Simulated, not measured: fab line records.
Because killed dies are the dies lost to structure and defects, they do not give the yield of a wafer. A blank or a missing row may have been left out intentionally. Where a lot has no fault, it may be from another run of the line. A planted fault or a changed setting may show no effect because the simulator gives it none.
Which tool is to blame? | flow nand_harc | Sampling: 11 lots, 33 wafers, 6 of 1159 route steps

WHAT EACH GAUGE READ, for each wafer
NHARC_P_M0_THK_MEAS_24: measures by xrf. Usual: thk_nm reads 117.4 nm (standard deviation 1.6).
lot  | measured     | on            | thk_nm (nm)       | flag
L197 | day 6 07:18  | film_metro-01 | 116.6 118.1 116.3 |
L198 | day 6 20:39  | film_metro-02 | 114.5 116.3 118.1 |
L199 | day 6 21:04  | film_metro-01 | 115.6 116.9 117.2 |
L203 | day 7 18:31  | film_metro-02 | 116.8 118.6 117.8 |
L204 | day 8 07:27  | film_metro-01 | 116.0 117.5 117.7 |
L209 | day 9 05:42  | film_metro-01 | 114.6 116.1 117.5 |
L210 | day 9 23:37  | film_metro-01 | 116.6 118.2 119.5 |
L211 | day 10 04:28 | film_metro-01 | 117.8 118.9 117.5 |
L213 | day 10 13:00 | film_metro-01 | 116.8 114.5 117.9 |
L215 | day 10 13:37 | film_metro-01 | 116.8 119.0 118.0 |
L217 | day 11 17:40 | film_metro-01 | 115.8 120.3 116.9 |

NHARC_P_M1_CD_MEAS_09: target cd 130 nm. Usual: cd_nm reads 129.9 nm (standard deviation 0.72).
lot  | measured     | on        | cd_nm (nm)        | flag
L197 | day 6 09:05  | cd_sem-02 | 129.7 130.1 130.3 |
L198 | day 6 22:20  | cd_sem-02 | 129.1 130.2 129.6 |
L199 | day 6 22:38  | cd_sem-02 | 130.1 129.8 130.1 |
L203 | day 7 19:56  | cd_sem-03 | 130.4 130.2 129.4 |
L204 | day 8 09:00  | cd_sem-03 | 128.5 130.2 130.4 |
L209 | day 9 07:14  | cd_sem-03 | 130.8 130.9 130.3 |
L210 | day 10 01:03 | cd_sem-02 | 153.1 153.0 152.7 | OFF
L211 | day 10 05:53 | cd_sem-01 | 148.8 148.8 148.8 | OFF
L213 | day 10 14:43 | cd_sem-01 | 130.3 129.6 129.6 |
L215 | day 10 15:36 | cd_sem-03 | 128.8 130.6 129.8 |
L217 | day 11 19:11 | cd_sem-02 | 127.5 128.7 130.0 |

NHARC_END_SORT_01. Usual: defect_limited_yield 96.0 %, standard deviation 1.3; killed_at_array 24, standard deviation 8.4; killed_at_other 0.7, standard deviation 1.1; killed_at_periphery 2.9, standard deviation 1.7; killed_dies 27, standard deviation 8.6; killed_open 3.3, standard deviation 1.8; killed_short 1.8, standard deviation 1.4; sort_bin_2_pct 1.3 %, standard deviation 0.56; sort_bin_3_pct 0.19 %, standard deviation 0.18; sort_bin_4_pct 2.6 %, standard deviation 0.84; sort_n_pass 650, standard deviation 8.6; sort_rim_yield_pct 96.1 %, standard deviation 2.3; sort_yield_pct 96.0 %, standard deviation 1.3.
lot  | measured     | on        | defect_limited_yield (%) | killed_at_array | killed_at_other | killed_at_periphery | killed_dies | killed_open | killed_short | sort_bin_2_pct (%) | sort_bin_3_pct (%) | sort_bin_4_pct (%) | sort_n_pass | sort_rim_yield_pct (%) | sort_yield_pct (%) | flag
L199 | day 20 11:26 | prober-02 | 94.8 96.6 96.5           | 30 18 19        | 1 1 0           | 4 4 5               | 35 23 24    | 1 2 6       | 2 2 0        | 2.1 0.7 1.2        | 0.44 0.15 0        | 2.7 2.5 2.4        | 642 654 653 | 92.5 97.2 96.2         | 94.8 96.6 96.5     |
L203 | day 21 00:20 | prober-01 | 96.9 96.3 96.3           | 19 19 21        | 1 1 0           | 1 5 4               | 21 25 25    | 3 7 4       | 0 0 1        | 0.3 1.0 1.5        | 0 0.74 0           | 2.8 1.9 2.2        | 656 652 652 | 93.4 98.1 98.1         | 96.9 96.3 96.3     |
L209 | day 22 11:36 | prober-01 | 94.5 93.6 94.4           | 30 37 29        | 5 3 5           | 2 3 4               | 37 43 38    | 4 5 4       | 2 2 2        | 1.9 2.7 1.3        | 0.44 0.44 0.15     | 3.1 3.2 4.1        | 640 634 639 | 97.2 93.4 99.1         | 94.5 93.6 94.4     | OFF
L211 | day 23 11:56 | prober-02 | 94.2                     | 37              | 0               | 2                   | 39          | 7           | 0            | 2.2                | 0.15               | 3.4                | 638         | 95.3                   | 94.2               |

EACH LOT AND THE TOOL THAT RAN IT (in order: tool; ch and the chambers of the sampled wafers; start)
lot  | NHARC_P_M0_PVD_21                       | NHARC_P_M1_EXPOSE_06               | NHARC_P_M1_ETCH_35
L197 | pvd_sputter-03, day 6 07:18 or earlier  | arfi_scanner-03 ch 0, day 6 08:56  | rie_diel-02 ch 0,2,3, day 6 09:49
L198 | pvd_sputter-02, day 6 20:39 or earlier  | arfi_scanner-01 ch 0, day 6 22:13  | rie_diel-12 ch 0,2, day 6 22:37
L199 | pvd_sputter-02, day 6 21:04 or earlier  | arfi_scanner-02 ch 0, day 6 22:29  | rie_diel-10 ch 1,2,3, day 6 22:54
L203 | pvd_sputter-02, day 7 18:31 or earlier  | arfi_scanner-03 ch 0, day 7 19:47  | rie_diel-12 ch 1,3, day 7 20:12
L204 | pvd_sputter-01, day 8 07:27 or earlier  | arfi_scanner-01 ch 0, day 8 08:52  | rie_diel-12 ch 0,2,3, day 8 09:17
L209 | pvd_sputter-02, day 9 05:42 or earlier  | arfi_scanner-03 ch 0, day 9 07:06  | rie_diel-02 ch 0,1,3, day 9 07:31
L210 | pvd_sputter-03, day 9 23:37 or earlier  | arfi_scanner-03 ch 0, day 10 00:55 | rie_diel-10 ch 0,3, day 10 01:19
L211 | pvd_sputter-03, day 10 04:28 or earlier | arfi_scanner-03 ch 0, day 10 05:45 | rie_diel-10 ch 1,2,3, day 10 06:10
L213 | pvd_sputter-01, day 10 13:00 or earlier | arfi_scanner-02 ch 0, day 10 14:34 | rie_diel-10 ch 0,1,2, day 10 14:59
L215 | pvd_sputter-03, day 10 13:37 or earlier | arfi_scanner-02 ch 0, day 10 15:28 | rie_diel-02 ch 0,3, day 10 15:53
L217 | pvd_sputter-03, day 11 17:40 or earlier | arfi_scanner-01 ch 0, day 11 19:04 | rie_diel-10 ch 0,1,2, day 11 19:28
- NHARC_P_M0_PVD_21: deposits Cu, target thk 30 nm, time 20.49 s.
- NHARC_P_M1_EXPOSE_06: exposes mask P M1, target cd 130 nm.
- NHARC_P_M1_ETCH_35: etches the open film in N2/H2, target depth 40 nm, overetch 12 nm, time 43.94 s.

AS READ BY THE TOOLS THEMSELVES (means over the sampled wafers that have a number; for cases with no such wafer, the mark the record gives instead)
NHARC_P_M0_PVD_21. Usual: throttle_valve_pct reads 30.0 % (standard deviation 0.9).
lot  | tool           | throttle_valve_pct (%) | flag
L197 | pvd_sputter-03 | 30.3                   |
L198 | pvd_sputter-02 | 30.3                   |
L199 | pvd_sputter-02 | 30.6                   |
L203 | pvd_sputter-02 | 30.4                   |
L204 | pvd_sputter-01 | 29.1                   |
L209 | pvd_sputter-02 | 29.3                   |
L210 | pvd_sputter-03 | 29.3                   |
L211 | pvd_sputter-03 | 30.4                   |
L213 | pvd_sputter-01 | 29.5                   |
L215 | pvd_sputter-03 | 30.3                   |
L217 | pvd_sputter-03 | 30.0                   |

NHARC_P_M1_EXPOSE_06. Usual: exposure_dose_mJ_cm2 81.85, standard deviation 0.08; stage_vel_mm_s 499.94 mm/s, standard deviation 0.22.
lot  | tool            | exposure_dose_mJ_cm2 | stage_vel_mm_s (mm/s) | flag
L197 | arfi_scanner-03 | 81.94                | 499.72                |
L198 | arfi_scanner-01 | 81.78                | 500.01                |
L199 | arfi_scanner-02 | 81.82                | 499.79                |
L203 | arfi_scanner-03 | 81.84                | 499.94                |
L204 | arfi_scanner-01 | 81.87                | 499.67                |
L209 | arfi_scanner-03 | 81.88                | 499.77                |
L210 | arfi_scanner-03 | 119.07               | 500.04                | OFF
L211 | arfi_scanner-03 | 111.75               | 499.71                | OFF
L213 | arfi_scanner-02 | 81.77                | 500.04                |
L215 | arfi_scanner-02 | 81.85                | 499.89                |
L217 | arfi_scanner-01 | 81.78                | 500.32                |

NHARC_P_M1_ETCH_35. Usual: drypump_motor_current_A 5.5 A, standard deviation 0.52; h2_flow_sccm 150.0 sccm, standard deviation 0.49; oes_product_au 1.000 a.u., standard deviation 0.012; rf_vpp_V 430.8 V, standard deviation 2.3; showerhead_plenum_p_Torr 2.05 Torr, standard deviation 0.074; throttle_valve_pct 14.171 %, standard deviation 0.0087.
lot  | tool        | drypump_motor_current_A (A) | h2_flow_sccm (sccm) | oes_product_au (a.u.) | rf_vpp_V (V) | showerhead_plenum_p_Torr (Torr) | throttle_valve_pct (%) | flag
L197 | rie_diel-02 | 5.4                         | 150.1               | 0.996                 | 429.7        | 2.04                            | 14.179                 |
L198 | rie_diel-12 | 5.3                         | 150.3               | 1.003                 | 433.1        | 2.13                            | 14.170                 |
L199 | rie_diel-10 | 5.1                         | 150.2               | 0.986                 | 432.2        | 2.09                            | 14.168                 |
L203 | rie_diel-12 | 5.4                         | 150.7               | 1.020                 | 428.2        | 2.01                            | 14.174                 |
L204 | rie_diel-12 | 5.4                         | 150.3               | 1.009                 | 430.7        | 2.06                            | 14.178                 |
L209 | rie_diel-02 | 5.6                         | 150.1               | 0.998                 | 431.3        | 2.05                            | 14.168                 |
L210 | rie_diel-10 | 5.6                         | 150.0               | 0.995                 | 432.2        | 2.08                            | 14.172                 |
L211 | rie_diel-10 | 5.1                         | 149.9               | 0.985                 | 431.7        | 2.09                            | 14.176                 |
L213 | rie_diel-10 | 5.6                         | 150.0               | 1.001                 | 429.8        | 2.02                            | 14.169                 |
L215 | rie_diel-02 | 5.4                         | 150.2               | 1.008                 | 431.8        | 2.10                            | 14.173                 |
L217 | rie_diel-10 | 5.5                         | 149.7               | 1.004                 | 430.4        | 2.02                            | 14.167                 |

THE ANSWER, worked out from the rows above alone
Rule: a lot is off if the mean of its wafers that have a number lies more than 3 standard deviations from the usual mean. Also off: a lot with no number at a reading for which 4 or more lots have one. All remaining lots with rows at the step are treated as sound. The gauges are gone through in route order, then the tools' own readings, and for those a lot's mean is taken as printed above. The first step at which some lot is off is used, and at that step the reading that is off furthest; a lot without a number counts as furthest.
Off: L210, L211 (NHARC_P_M1_CD_MEAS_09, cd_nm).
If a tool, at a process step before that reading, ran all the lots that are off and no sound lot after the first of them, it fits. Not tried: the gauges at NHARC_P_M1_CD_MEAS_09; whatever is off there is also off at NHARC_P_M1_EXPOSE_06, on other tools, and gauge error can't account for it. NHARC_P_M0_PVD_21 gives no start for some lots, so the hours and the order of its lots are those of NHARC_P_M0_THK_MEAS_24. One fits: arfi_scanner-03 at NHARC_P_M1_EXPOSE_06. A fault onset in the window from L209 (day 9 07:06, its last sound lot) to L210 (day 10 00:55, its first lot off) fits.
On the lots that are off, the tool's own readings at NHARC_P_M1_EXPOSE_06 differ by more than 5 times the standard deviation of the sound lots' means, which bears it out; exposure_dose_mJ_cm2 reads 115.41 there versus 81.84 on the sound lots.

WHAT THE SIMULATOR HAD PUT IN
Process parameter drift: arfi_scanner-03, from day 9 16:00 on, at NHARC_P_M1_EXPOSE_06. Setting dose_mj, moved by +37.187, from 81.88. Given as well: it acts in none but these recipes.
Struck lots among those shown: L210, L211. The rule above reached the same finding.
